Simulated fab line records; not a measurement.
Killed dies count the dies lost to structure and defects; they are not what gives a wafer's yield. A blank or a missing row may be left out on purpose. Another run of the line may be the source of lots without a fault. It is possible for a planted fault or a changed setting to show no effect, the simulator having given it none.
Matching of chambers    flow nandHarc    NHARC_A_WL_FILL_CMP_12 on cmp-01 has 4 sister chambers
The step polishes, t overpolish 30 s, target thk 100 nm. 4 wafers are shown with their chamber, then 7 later ones without.

== EACH WAFER AND ITS CHAMBER ==
wafer   chamber  motorCurrentA (A)
L990.6  3        11.9
L999.6  1        11.3
L100.2  2        10.9
L100.3  0        10.5

== WAFERS WITHOUT THEIR CHAMBER ==
wafer   motorCurrentA (A)
L100.6  12.1
L102.3  10.9
L102.4  11.7
L102.6  10.8
L101.3  11.7
L101.4  11.2
L101.5  11.4

== EACH ONE'S CHAMBER ==
wafer    from the rows above       in truth
L100.6   3                         3
L102.3   2                         2
L102.4   can't be placed: 3 or 1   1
L102.6   can't be placed: 2 or 0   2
L101.3   can't be placed: 3 or 1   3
L101.4   can't be placed: 1 or 2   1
L101.5   1                         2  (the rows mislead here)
Correctly placed: 2 of 7. These rows do not allow placing 4 (true chamber among the candidates in 4). Placed wrongly: 1.
How it was worked out, from the rows above alone: a wafer's distance from a chamber is the root of the sum, over the readings, of the square of ((its reading less the chamber's mean) divided by the reading's scatter). The wafer belongs to the nearest chamber; if the next one is less than 2 further off, it can't be placed. Each chamber's mean is taken over the wafers shown for it. The scatter (one wafer shown for each chamber): square how far every hidden wafer sits from the nearest shown wafer, average those squares and take the square root.
